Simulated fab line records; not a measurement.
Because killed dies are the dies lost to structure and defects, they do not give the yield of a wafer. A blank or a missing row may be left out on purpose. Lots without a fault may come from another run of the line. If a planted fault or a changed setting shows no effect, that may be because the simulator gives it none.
fab line records	flow n5_finfet
record: lots: 24	wafers: 72	last_day: 20
route steps=1938 shown BEOL_M11@1572 BEOL_M12@1633 BEOL_M13@1660
lots that met no fault: taken from a fault-free run of the same line
start_h: hours from the record's opening day to when the first of the lot's shown wafers began	wait_h: hours elapsed since this lot's preceding step	" identical to the entry in the row above	L1.1+2: a single row standing in for several wafers	- no value present, or no start provided	* or withheld: withheld	< > ~ a bound
route shown NAME@n: NAME is a module with steps in the file, n the number in the route of the first one	usual: mean/standard deviation of fault-free wafers	same: alike in all rows	chamber/n: place in a boat	sites: per-site readings	_std_site: how widely they spread, as a standard deviation	_edge_site: outer sites' mean less inner sites'	radius_mm: how far each site lies from the wafer's centre	mask NAME#n: copy n	behind: the tool/chamber that last shaped the wafer	hold: cause of the lot's hold/its duration in hours/its outcome	device: transistor that didn't switch, given as n, p or np	end of line: tests run on the same wafers once the route is complete	a step with no rows: only its recipe	killed: not the wafer's yield, but the dies lost to structure and defects at the first sort	map: a wafer's dies, x killed, . not, _ none there
set.NAME: the setting that was run; set.NAME@STEP: the one run at that earlier step	model.NAME: the simulator's own value behind a step, which no gauge read
a sample of lots followed through the steps of the route, with each step as a table and each wafer as a row
services: the hour from which a tool's chamber was out of use, counted from the record's first day as start_h (under 0 if before that day), plus the number of hours and why
== steps ==
step: N5_BEOL_M11_ETCH_65
recipe: chemistry: CF4	target: SiARC	target_depth_a: 390	mask_material: CAR-ArF	time_s: 65	ion_energy_ev: 80	pressure_mtorr: 40	source_w: 545	bias_w: 36	Ar_flow_sccm: 100	cf4_flow_sccm: 100	ends: cleared
usual: drypump_motor_current_A: 5.7/0.47	etch_rf_on_time_s: 64.8/0.93	oes_product_au: 0.70/0.07	rf_vpp_V: 184.2/1.2	showerhead_plenum_p_Torr: 2.15/0.075	throttle_valve_pct: 15.59/0.22
lot.wafer	tool	chamber	start_h	wait_h	drypump_motor_current_A	etch_rf_on_time_s	oes_product_au	rf_hours_counter_h	rf_vpp_V	showerhead_plenum_p_Torr	throttle_valve_pct
L074.1	rie_diel-02	2	254.82	0.0	6.0	65.3	0.62	188	184.7	2.22	15.77
L074.3	"	3	"	"	5.8	64.5	0.66	115	183.7	2.07	15.97
L074.5	"	3	"	"	5.8	64.7	0.66	-	182.0	2.07	15.98
L079.1	rie_diel-02	0	259.23	0.0	5.6	64.7	0.75	47	183.7	2.09	15.45
L079.3	"	2	"	"	6.1	65.2	0.62	189	184.3	2.22	15.79
L079.5	"	0	"	"	5.6	64.6	0.75	-	183.4	2.09	15.45
L077.2	rie_diel-02	3	261.37	0.0	5.8	64.9	0.66	118	182.9	2.07	15.99
L077.5	"	1	"	"	6.3	65.7	0.75	-	184.9	2.18	15.34
L077.6	"	0	"	"	5.6	64.8	0.75	-	184.8	2.09	15.44
L076.1	rie_diel-06	3	261.54	0.0	5.4	65.2	0.58	223	183.3	2.12	15.94
L076.2	"	0	"	"	5.2	64.9	0.77	32	183.5	2.10	15.41
L076.4	"	1	"	"	5.6	65.3	0.58	233	183.5	2.20	16.07
L075.2	rie_diel-03	0	267.76	0.0	4.8	66.2	0.69	70	183.5	2.10	15.46
L075.3	"	3	"	"	5.5	65.4	0.74	43	185.3	2.26	15.39
L075.6	"	3	"	"	5.5	65.7	0.74	-	185.5	2.26	15.42
L078.1	rie_diel-02	0	275.27	0.0	5.6	64.8	0.73	51	183.8	2.09	15.46
L078.4	"	2	"	"	6.0	65.1	0.61	194	185.2	2.22	15.78
L078.6	"	3	"	"	5.8	64.5	0.65	-	183.9	2.07	16.01
L080.1	rie_diel-02	0	284.74	0.0	5.6	64.6	0.74	54	182.1	2.09	15.47
L080.3	"	2	"	"	6.0	64.3	0.62	197	184.6	2.22	15.79
L080.5	"	3	"	"	5.8	64.3	0.65	-	183.8	2.07	16.00
L081.2	rie_diel-03	2	289.10	0.0	5.3	64.9	0.79	19	185.7	2.27	15.43
L081.5	"	3	"	"	5.5	66.0	0.73	-	186.6	2.26	15.41
L081.6	"	0	"	"	4.8	66.5	0.67	-	184.1	2.09	15.49
L082.2	rie_diel-02	0	312.33	0.0	5.6	64.4	0.72	62	183.0	2.09	15.47
L082.3	"	3	"	"	5.8	63.7	0.64	132	183.9	2.07	16.01
L082.5	"	2	"	"	6.0	64.1	0.61	-	184.7	2.21	15.81
L085.2	rie_diel-03	3	315.69	0.0	5.5	65.1	0.72	59	184.9	2.26	15.44
L085.3	"	2	"	"	5.3	64.1	0.77	26	186.4	2.26	15.44
L085.4	"	0	"	"	4.7	65.4	0.67	86	183.4	2.09	15.49
L084.2	rie_diel-03	1	346.79	0.0	6.0	62.7	0.82	11	186.6	2.19	15.32
L084.4	"	2	"	"	5.3	65.0	0.77	34	183.8	2.26	15.47
L084.5	"	1	"	"	6.1	62.7	0.82	-	185.4	2.19	15.31
L086.2	rie_diel-03	2	349.70	0.0	5.3	65.0	0.76	34	185.0	2.26	15.45
L086.3	"	1	"	"	6.0	62.4	0.82	11	185.9	2.19	15.33
L086.4	"	0	"	"	4.7	66.8	0.66	94	183.5	2.09	15.50
L089.2	rie_diel-03	1	356.03	0.0	6.1	63.4	0.82	13	184.6	2.19	15.32
L089.3	"	2	"	"	5.3	65.1	0.75	36	185.2	2.26	15.49
L089.5	"	2	"	"	5.3	64.7	0.77	-	185.2	2.26	15.46
L083.3	rie_diel-02	1	360.81	0.0	6.3	65.5	0.72	62	184.9	2.17	15.39
L083.4	"	2	"	"	6.0	64.8	0.60	218	186.9	2.21	15.82
L083.5	"	1	"	"	6.3	65.6	0.71	-	184.2	2.17	15.38
L088.1	rie_diel-02	3	365.23	0.0	5.8	64.4	0.63	146	183.2	2.06	16.04
L088.2	"	1	"	"	6.4	65.5	0.71	64	183.9	2.17	15.40
L088.4	"	2	"	"	6.1	64.6	0.60	219	185.9	2.21	15.83
L087.1	rie_diel-03	2	367.64	0.0	5.3	64.1	0.77	39	185.0	2.26	15.49
L087.4	"	3	"	"	5.5	65.6	0.71	71	184.1	2.25	15.46
L087.6	"	1	"	"	6.0	63.1	0.81	-	184.5	2.19	15.32
L090.2	rie_diel-03	2	372.34	0.0	5.4	64.4	0.75	40	186.1	2.26	15.47
L090.3	"	1	"	"	6.0	62.6	0.81	17	183.7	2.18	15.34
L090.6	"	0	"	"	4.8	66.2	0.65	-	183.7	2.08	15.50
L093.3	rie_diel-02	2	391.68	0.0	6.0	65.1	0.59	227	183.2	2.21	15.84
L093.4	"	3	"	"	5.8	65.1	0.62	155	184.5	2.06	16.06
L093.5	"	2	"	"	6.1	65.0	0.59	-	185.9	2.21	15.84
L092.1	rie_diel-03	2	394.76	0.0	5.3	64.4	0.74	48	184.8	2.26	15.49
L092.2	"	0	"	"	4.8	66.1	0.65	109	183.8	2.08	15.54
L092.6	"	3	"	"	5.5	65.0	0.70	-	186.1	2.25	15.48
L091.1	rie_diel-06	0	401.39	0.0	5.2	65.7	0.72	68	183.9	2.09	15.47
L091.3	"	1	"	"	5.6	65.7	0.84	1	185.4	2.19	15.61
L091.6	"	2	"	"	6.4	64.9	0.61	-	181.9	2.04	15.56
L094.1	rie_diel-06	2	401.86	0.0	6.5	63.8	0.62	215	182.9	2.04	15.56
L094.2	"	1	"	"	5.6	63.9	0.85	1	184.1	2.19	15.60
L094.3	"	0	"	"	5.2	64.2	0.72	68	183.0	2.09	15.48
L097.1	rie_diel-06	0	408.58	0.0	5.2	63.5	0.73	71	183.1	2.09	15.47
L097.2	"	2	"	"	6.5	63.5	0.62	218	182.7	2.04	15.57
L097.5	"	1	"	"	5.6	63.5	0.83	-	185.0	2.19	15.60
L095.4	rie_diel-02	1	411.80	0.0	6.3	65.6	0.70	79	185.5	2.17	15.41
L095.5	"	1	"	"	6.3	65.7	0.70	-	184.8	2.17	15.42
L095.6	"	2	"	"	6.0	63.9	0.59	-	183.9	2.20	15.88
L096.2	rie_diel-02	0	426.80	0.0	5.6	63.7	0.70	97	182.4	2.07	15.54
L096.3	"	2	"	"	6.0	64.0	0.59	239	184.2	2.20	15.86
L096.6	"	0	"	"	5.7	63.6	0.70	-	183.8	2.07	15.56
step: N5_BEOL_M11_RS_MEAS_57
recipe: thk_meas_gauge: four-point-probe	reads: Cu_of_BEOL_M11_ECD_50+Co_of_BEOL_M11_CVD_75+TaN_of_BEOL_M11_ALD_74
usual: M11_RS: 0.1513/0.0023
lot.wafer	tool	chamber	start_h	wait_h	M11_RS[ohm/sq]
L074.1	film_metro-02	-	257.52	0.0	0.1514
L074.3	"	-	"	"	0.1506
L074.5	"	-	"	"	0.1528
L079.1	film_metro-01	-	262.48	0.0	0.1492
L079.3	"	-	"	"	0.1536
L079.5	"	-	"	"	0.1509
L077.2	film_metro-02	-	264.10	0.0	0.1511
L077.5	"	-	"	"	0.1513
L077.6	"	-	"	"	0.1508
L076.1	film_metro-01	-	264.33	0.0	0.1526
L076.2	"	-	"	"	0.1532
L076.4	"	-	"	"	0.1550
L075.2	film_metro-02	-	270.73	0.0	0.1527
L075.3	"	-	"	"	0.1509
L075.6	"	-	"	"	0.1493
L078.1	film_metro-02	-	279.57	0.0	0.1516
L078.4	"	-	"	"	0.1524
L078.6	"	-	"	"	0.1541
L080.1	film_metro-01	-	288.26	0.0	0.1505
L080.3	"	-	"	"	0.1548
L080.5	"	-	"	"	0.1503
L081.2	film_metro-02	-	292.32	0.0	0.1492
L081.5	"	-	"	"	0.1517
L081.6	"	-	"	"	0.1510
L082.2	film_metro-01	-	316.93	0.0	0.1518
L082.3	"	-	"	"	0.1522
L082.5	"	-	"	"	0.1539
L085.2	film_metro-02	-	318.17	0.0	0.1533
L085.3	"	-	"	"	0.1518
L085.4	"	-	"	"	0.1541
L084.2	film_metro-01	-	351.28	0.0	0.1437
L084.4	"	-	"	"	0.1473
L084.5	"	-	"	"	0.1451
L086.2	film_metro-01	-	352.25	0.0	0.1512
L086.3	"	-	"	"	0.1459
L086.4	"	-	"	"	0.1537
L089.2	film_metro-02	-	358.67	0.0	0.1490
L089.3	"	-	"	"	0.1492
L089.5	"	-	"	"	0.1503
L083.3	film_metro-01	-	364.05	0.0	0.1508
L083.4	"	-	"	"	0.1511
L083.5	"	-	"	"	0.1506
L088.1	film_metro-01	-	368.84	0.0	0.1531
L088.2	"	-	"	"	0.1536
L088.4	"	-	"	"	0.1538
L087.1	film_metro-01	-	371.06	0.1	0.1490
L087.4	"	-	"	"	0.1538
L087.6	"	-	"	"	0.1476
L090.2	film_metro-01	-	375.78	0.0	0.1514
L090.3	"	-	"	"	0.1464
L090.6	"	-	"	"	0.1576
L093.3	film_metro-01	-	395.13	0.0	0.1521
L093.4	"	-	"	"	0.1489
L093.5	"	-	"	"	0.1524
L092.1	film_metro-01	-	397.97	0.1	0.1490
L092.2	"	-	"	"	0.1540
L092.6	"	-	"	"	0.1507
L094.1	film_metro-01	-	404.59	0.0	0.1507
L094.2	"	-	"	"	0.1487
L094.3	"	-	"	"	0.1503
L091.1	film_metro-02	-	405.04	0.0	0.1503
L091.3	"	-	"	"	0.1479
L091.6	"	-	"	"	0.1495
L097.1	film_metro-01	-	413.36	0.0	0.1504
L097.2	"	-	"	"	0.1515
L097.5	"	-	"	"	0.1480
L095.4	film_metro-01	-	414.68	0.1	0.1521
L095.5	"	-	"	"	0.1526
L095.6	"	-	"	"	0.1543
L096.2	film_metro-02	-	430.31	0.0	0.1485
L096.3	"	-	"	"	0.1501
L096.6	"	-	"	"	0.1491
step: N5_BEOL_M12_OVL_MEAS_29
recipe: points_per_wafer: 44
usual: M12_OVL: 1/5.7
lot.wafer	tool	chamber	start_h	wait_h	M12_OVL[nm]
L074.1	overlay-01	0	259.39	0.0	9
L074.3	"	0	"	"	7
L074.5	"	0	"	"	9
L079.1	overlay-02	0	264.22	0.0	3
L079.3	"	0	"	"	2
L079.5	"	0	"	"	4
L077.2	overlay-02	0	265.82	0.0	5
L077.5	"	0	"	"	4
L077.6	"	0	"	"	3
L076.1	overlay-02	0	266.11	0.0	-4
L076.2	"	0	"	"	-2
L076.4	"	0	"	"	-7
L075.2	overlay-01	0	272.18	0.0	7
L075.3	"	0	"	"	11
L075.6	"	0	"	"	4
L078.1	overlay-01	0	281.26	0.0	-4
L078.4	"	0	"	"	-2
L078.6	"	0	"	"	-1
L080.1	overlay-02	0	289.74	0.0	7
L080.3	"	0	"	"	2
L080.5	"	0	"	"	9
L081.2	overlay-01	0	293.89	0.0	3
L081.5	"	0	"	"	2
L081.6	"	0	"	"	1
L082.2	overlay-01	0	318.64	0.0	-2
L082.3	"	0	"	"	3
L082.5	"	0	"	"	-3
L085.2	overlay-01	0	319.66	0.0	-3
L085.3	"	0	"	"	0
L085.4	"	0	"	"	9
L084.2	overlay-01	0	352.84	0.0	1
L084.4	"	0	"	"	-2
L084.5	"	0	"	"	0
L086.2	overlay-01	0	353.81	0.0	7
L086.3	"	0	"	"	3
L086.4	"	0	"	"	3
L089.2	overlay-02	0	360.11	0.0	9
L089.3	"	0	"	"	6
L089.5	"	0	"	"	9
L083.3	overlay-01	0	365.62	0.0	-11
L083.4	"	0	"	"	-7
L083.5	"	0	"	"	-4
L088.1	overlay-02	0	370.29	0.0	2
L088.2	"	0	"	"	0
L088.4	"	0	"	"	2
L087.1	overlay-02	0	372.63	0.0	-1
L087.4	"	0	"	"	-3
L087.6	"	0	"	"	2
L090.2	overlay-02	0	377.36	0.0	13
L090.3	"	0	"	"	11
L090.6	"	0	"	"	14
L093.3	overlay-02	0	396.74	0.0	-5
L093.4	"	0	"	"	-9
L093.5	"	0	"	"	-9
L092.1	overlay-01	0	399.86	0.0	3
L092.2	"	0	"	"	4
L092.6	"	0	"	"	-4
L094.1	overlay-02	0	406.15	0.0	7
L094.2	"	0	"	"	8
L094.3	"	0	"	"	3
L091.1	overlay-01	0	406.61	0.0	-1
L091.3	"	0	"	"	-9
L091.6	"	0	"	"	-6
L097.1	overlay-02	0	414.93	0.0	-7
L097.2	"	0	"	"	-8
L097.5	"	0	"	"	3
L095.4	overlay-01	0	416.31	0.0	-3
L095.5	"	0	"	"	0
L095.6	"	0	"	"	-2
L096.2	overlay-01	0	433.39	0.0	2
L096.3	"	0	"	"	-8
L096.6	"	0	"	"	4
step: N5_BEOL_M12_PRE_CLEAN_42
recipe: gas: H2/He	time_s: 30	temp_c: 250
usual: heater_power_w: 356/39
lot.wafer	tool	chamber	start_h	wait_h	heater_power_w
L074.1	pvd_sputter-01	-	261.03	0.0	315
L074.3	"	-	"	"	346
L074.5	"	-	"	"	304
L079.1	pvd_sputter-03	-	267.91	0.0	412
L079.3	"	-	"	"	324
L079.5	"	-	"	"	322
L076.1	pvd_sputter-01	-	268.28	0.0	394
L076.2	"	-	"	"	343
L076.4	"	-	"	"	323
L077.2	pvd_sputter-03	-	268.38	0.0	304
L077.5	"	-	"	"	316
L077.6	"	-	"	"	414
L075.2	pvd_sputter-03	-	274.47	0.0	412
L075.3	"	-	"	"	306
L075.6	"	-	"	"	299
L078.1	pvd_sputter-01	-	283.07	0.0	347
L078.4	"	-	"	"	308
L078.6	"	-	"	"	399
L080.1	pvd_sputter-03	-	293.22	0.0	319
L080.3	"	-	"	"	335
L080.5	"	-	"	"	341
L081.2	pvd_sputter-01	-	296.06	0.0	322
L081.5	"	-	"	"	353
L081.6	"	-	"	"	310
L082.2	pvd_sputter-01	-	320.39	0.0	311
L082.3	"	-	"	"	354
L082.5	"	-	"	"	341
L085.2	pvd_sputter-01	-	320.72	0.0	318
L085.3	"	-	"	"	331
L085.4	"	-	"	"	399
L084.2	pvd_sputter-01	-	354.71	0.0	311
L084.4	"	-	"	"	316
L084.5	"	-	"	"	315
L086.2	pvd_sputter-01	-	355.03	0.0	322
L086.3	"	-	"	"	342
L086.4	"	-	"	"	311
L089.2	pvd_sputter-02	-	364.94	0.0	397
L089.3	"	-	"	"	374
L089.5	"	-	"	"	369
L083.3	pvd_sputter-03	-	366.98	0.0	304
L083.4	"	-	"	"	417
L083.5	"	-	"	"	408
L088.1	pvd_sputter-03	-	374.33	0.0	321
L088.2	"	-	"	"	298
L088.4	"	-	"	"	413
L087.1	pvd_sputter-02	-	375.93	0.0	363
L087.4	"	-	"	"	403
L087.6	"	-	"	"	387
L090.2	pvd_sputter-02	-	380.62	1.5	367
L090.3	"	-	"	"	420
L090.6	"	-	"	"	388
L093.3	pvd_sputter-02	-	398.03	0.0	388
L093.4	"	-	"	"	398
L093.5	"	-	"	"	392
L092.1	pvd_sputter-02	-	403.55	0.0	364
L092.2	"	-	"	"	382
L092.6	"	-	"	"	385
L091.1	pvd_sputter-02	-	408.17	0.0	366
L091.3	"	-	"	"	380
L091.6	"	-	"	"	392
L094.1	pvd_sputter-03	-	408.17	0.0	304
L094.2	"	-	"	"	407
L094.3	"	-	"	"	320
L097.1	pvd_sputter-01	-	417.02	0.0	395
L097.2	"	-	"	"	358
L097.5	"	-	"	"	400
L095.4	pvd_sputter-01	-	420.06	0.0	311
L095.5	"	-	"	"	306
L095.6	"	-	"	"	352
L096.2	pvd_sputter-02	-	435.87	0.0	364
L096.3	"	-	"	"	373
L096.6	"	-	"	"	398
step: N5_BEOL_M13_THK_MEAS_01
recipe: reads: SiOC_of_BEOL_M13_ILD_DEP_00
usual: M13_ILD_THK: 836/10
lot.wafer	tool	chamber	start_h	wait_h	M13_ILD_THK[nm]
L074.1	film_metro-01	-	262.43	0.1	824
L074.3	"	-	"	"	817
L074.5	"	-	"	"	841
L079.1	film_metro-01	-	269.56	0.1	834
L079.3	"	-	"	"	832
L079.5	"	-	"	"	842
L076.1	film_metro-02	-	269.95	0.1	830
L076.2	"	-	"	"	829
L076.4	"	-	"	"	850
L077.2	film_metro-02	-	270.67	0.1	833
L077.5	"	-	"	"	841
L077.6	"	-	"	"	843
L075.2	film_metro-01	-	276.95	0.1	827
L075.3	"	-	"	"	815
L075.6	"	-	"	"	831
L078.1	film_metro-02	-	284.95	0.2	811
L078.4	"	-	"	"	836
L078.6	"	-	"	"	832
L080.1	film_metro-02	-	294.61	0.1	840
L080.3	"	-	"	"	838
L080.5	"	-	"	"	848
L081.2	film_metro-02	-	297.45	0.1	809
L081.5	"	-	"	"	837
L081.6	"	-	"	"	828
L082.2	film_metro-01	-	321.84	0.2	828
L082.3	"	-	"	"	846
L082.5	"	-	"	"	842
L085.2	film_metro-01	-	322.11	0.1	829
L085.3	"	-	"	"	823
L085.4	"	-	"	"	832
L084.2	film_metro-01	-	356.10	0.1	813
L084.4	"	-	"	"	835
L084.5	"	-	"	"	832
L086.2	film_metro-01	-	356.55	0.1	831
L086.3	"	-	"	"	832
L086.4	"	-	"	"	834
L089.2	film_metro-01	-	366.33	0.1	837
L089.3	"	-	"	"	843
L089.5	"	-	"	"	852
L083.3	film_metro-02	-	368.77	0.1	818
L083.4	"	-	"	"	829
L083.5	"	-	"	"	821
L088.1	film_metro-02	-	375.72	0.1	837
L088.2	"	-	"	"	841
L088.4	"	-	"	"	855
L087.1	film_metro-02	-	377.59	0.1	843
L087.4	"	-	"	"	848
L087.6	"	-	"	"	855
L090.2	film_metro-02	-	382.04	0.1	829
L090.3	"	-	"	"	828
L090.6	"	-	"	"	853
L093.3	film_metro-02	-	399.47	0.1	836
L093.4	"	-	"	"	846
L093.5	"	-	"	"	852
L092.1	film_metro-01	-	405.03	0.1	832
L092.2	"	-	"	"	839
L092.6	"	-	"	"	849
L091.1	film_metro-02	-	409.56	0.1	837
L091.3	"	-	"	"	827
L091.6	"	-	"	"	848
L094.1	film_metro-02	-	410.17	0.2	829
L094.2	"	-	"	"	828
L094.3	"	-	"	"	839
L097.1	film_metro-01	-	418.41	0.1	833
L097.2	"	-	"	"	837
L097.5	"	-	"	"	826
L095.4	film_metro-02	-	421.46	0.0	852
L095.5	"	-	"	"	844
L095.6	"	-	"	"	848
L096.2	film_metro-01	-	437.26	0.1	832
L096.3	"	-	"	"	836
L096.6	"	-	"	"	826
step: N5_BEOL_M13_ETCH_68
recipe: chemistry: N2/H2	target: SOC	mask_material: SiARC	source_w: 3000	bias_w: 350	temp_c: 40	time_s: 355	ion_energy_ev: 200	pressure_mtorr: 30	n2_flow_sccm: 200	h2_flow_sccm: 200
usual: drypump_motor_current_A: 5.7/0.46	oes_product_au: 0.79/0.087	rf_vpp_V: 523.5/2.6	showerhead_plenum_p_Torr: 2.53/0.088	throttle_valve_pct: 17.78/0.23
lot.wafer	tool	chamber	start_h	wait_h	drypump_motor_current_A	oes_product_au	rf_hours_counter_h	rf_vpp_V	showerhead_plenum_p_Torr	throttle_valve_pct
L074.1	rie_diel-02	2	264.07	0.1	6.0	0.72	191	526.8	2.62	17.81
L074.3	"	0	"	"	5.7	0.88	48	522.3	2.48	17.60
L074.5	"	2	"	"	6.0	0.72	-	524.7	2.62	17.80
L079.1	rie_diel-02	0	271.24	0.1	5.7	0.87	50	521.9	2.48	17.59
L079.3	"	3	"	"	5.8	0.76	120	519.0	2.46	18.12
L079.5	"	3	"	"	5.8	0.76	-	519.8	2.46	18.12
L076.1	rie_diel-03	0	271.88	0.1	4.8	0.81	71	522.1	2.47	17.52
L076.2	"	1	"	"	6.1	0.70	247	525.2	2.61	18.04
L076.4	"	2	"	"	5.3	0.94	12	528.9	2.71	17.63
L077.2	rie_diel-02	2	272.74	0.1	6.0	0.71	193	528.0	2.62	17.81
L077.5	"	0	"	"	5.6	0.87	-	523.2	2.47	17.61
L077.6	"	1	"	"	6.3	0.88	-	524.7	2.58	17.59
L075.2	rie_diel-03	1	278.47	0.1	6.0	0.70	249	525.3	2.61	18.06
L075.3	"	0	"	"	4.8	0.80	74	523.2	2.47	17.52
L075.6	"	1	"	"	6.0	0.69	-	525.1	2.61	18.04
L078.1	rie_diel-06	3	286.59	0.1	5.5	0.68	228	522.8	2.52	18.07
L078.4	"	2	"	"	6.5	0.73	185	520.4	2.42	17.58
L078.6	"	2	"	"	6.5	0.73	-	520.0	2.42	17.60
L080.1	rie_diel-06	1	296.22	0.1	5.6	0.69	242	525.9	2.61	18.25
L080.3	"	0	"	"	5.2	0.89	41	521.5	2.48	17.54
L080.5	"	0	"	"	5.2	0.88	-	521.1	2.48	17.55
L081.2	rie_diel-06	1	299.11	0.1	5.6	0.68	243	525.9	2.61	18.24
L081.5	"	2	"	"	6.4	0.72	-	518.5	2.42	17.59
L081.6	"	3	"	"	5.5	0.68	-	523.7	2.52	18.09
L082.2	rie_diel-02	2	323.53	0.1	6.0	0.70	209	527.0	2.62	17.81
L082.3	"	1	"	"	6.3	0.84	53	524.4	2.58	17.61
L082.5	"	2	"	"	6.0	0.70	-	525.7	2.62	17.83
L085.2	rie_diel-06	1	323.75	0.1	5.6	0.68	248	525.0	2.61	18.23
L085.3	"	0	"	"	5.2	0.87	48	523.0	2.48	17.55
L085.4	"	2	"	"	6.4	0.72	195	519.9	2.41	17.60
L084.2	rie_diel-03	0	357.87	0.1	4.8	0.77	97	522.5	2.46	17.58
L084.4	"	2	"	"	5.3	0.89	37	528.9	2.70	17.66
L084.5	"	2	"	"	5.3	0.89	-	529.4	2.70	17.70
L086.2	rie_diel-02	3	358.24	0.1	5.8	0.73	145	521.0	2.45	18.16
L086.3	"	1	"	"	6.4	0.84	62	525.2	2.57	17.63
L086.4	"	2	"	"	6.0	0.70	217	527.0	2.61	17.85
L089.2	rie_diel-02	0	368.04	0.1	5.6	0.84	77	522.0	2.46	17.65
L089.3	"	3	"	"	5.8	0.73	147	520.6	2.45	18.17
L089.5	"	0	"	"	5.6	0.84	-	520.3	2.46	17.64
L083.3	rie_diel-06	2	370.44	0.1	6.4	0.71	208	519.6	2.41	17.61
L083.4	"	2	"	"	6.5	0.72	-	520.1	2.41	17.61
L083.5	"	3	"	"	5.5	0.67	-	523.9	2.51	18.13
L088.1	rie_diel-02	2	377.37	0.1	6.0	0.70	223	524.5	2.61	17.85
L088.2	"	3	"	"	5.8	0.74	150	522.1	2.44	18.18
L088.4	"	0	"	"	5.7	0.84	80	521.3	2.46	17.65
L087.1	rie_diel-06	0	379.25	0.1	5.2	0.85	65	523.1	2.47	17.59
L087.4	"	0	"	"	5.2	0.86	-	520.3	2.47	17.59
L087.6	"	3	"	"	5.5	0.67	-	521.8	2.51	18.11
L090.2	rie_diel-02	2	383.94	0.1	6.0	0.70	224	525.5	2.61	17.86
L090.3	"	3	"	"	5.8	0.73	152	521.5	2.44	18.18
L090.6	"	3	"	"	5.8	0.73	-	522.3	2.44	18.17
L093.3	rie_diel-02	0	401.32	0.1	5.7	0.82	89	520.6	2.46	17.67
L093.4	"	3	"	"	5.8	0.73	159	521.5	2.44	18.19
L093.5	"	3	"	"	5.8	0.72	-	519.0	2.44	18.18
L092.1	rie_diel-02	2	406.80	0.1	6.0	0.69	232	524.5	2.61	17.89
L092.2	"	0	"	"	5.6	0.82	90	520.4	2.46	17.67
L092.6	"	3	"	"	5.8	0.72	-	521.7	2.44	18.20
L091.1	rie_diel-06	0	411.20	0.1	5.2	0.84	72	520.9	2.47	17.59
L091.3	"	1	"	"	5.6	0.98	5	525.7	2.61	17.79
L091.6	"	2	"	"	6.4	0.71	-	520.2	2.40	17.64
L094.1	rie_diel-06	0	411.94	0.1	5.2	0.84	73	522.1	2.47	17.60
L094.2	"	1	"	"	5.6	0.98	6	523.9	2.61	17.80
L094.3	"	2	"	"	6.5	0.71	220	520.9	2.41	17.65
L097.1	rie_diel-06	1	420.24	0.1	5.6	0.96	10	524.4	2.60	17.78
L097.2	"	2	"	"	6.5	0.70	224	518.9	2.40	17.64
L097.5	"	0	"	"	5.2	0.83	-	522.4	2.46	17.60
L095.4	rie_diel-03	2	423.10	0.1	5.3	0.86	58	526.7	2.69	17.73
L095.5	"	3	"	"	5.5	0.82	-	527.9	2.68	17.66
L095.6	"	0	"	"	4.8	0.76	-	523.1	2.45	17.60
L096.2	rie_diel-03	1	439.09	0.1	6.0	0.90	35	525.5	2.59	17.66
L096.3	"	3	"	"	5.5	0.80	95	527.4	2.68	17.67
L096.6	"	3	"	"	5.5	0.81	-	527.2	2.68	17.67
== services ==
tool	chamber	start_h	hours	kind
rie_diel-06	3	252.54	2.8	repair
rie_diel-03	1	260.48	6.6	repair
pvd_sputter-02	-	265.13	12.8	repair
rie_diel-03	1	280.85	-	clean
rie_diel-03	1	280.85	-	consumable_replace:focus_ring
rie_diel-03	1	280.85	20.3	scheduled_down
rie_diel-03	1	280.85	20.3	vent_cycle
rie_diel-03	3	318.68	3.2	repair
rie_diel-06	3	326.10	3.0	repair
rie_diel-06	1	356.46	-	clean
rie_diel-06	1	356.46	-	consumable_replace:focus_ring
rie_diel-06	1	356.46	29.5	scheduled_down
rie_diel-06	1	356.46	29.5	vent_cycle
pvd_sputter-03	-	361.72	2.7	repair
rie_diel-03	2	381.01	1.2	repair
rie_diel-02	-	383.04	0.7	repair
rie_diel-06	-	385.21	14.6	pm
rie_diel-03	1	388.62	8.8	repair
rie_diel-06	3	399.81	-	clean
rie_diel-06	3	399.81	-	consumable_replace:focus_ring
rie_diel-06	3	399.81	20.3	scheduled_down
rie_diel-06	3	399.81	20.3	vent_cycle
rie_diel-02	2	428.98	2.7	repair
== key ==
fault none
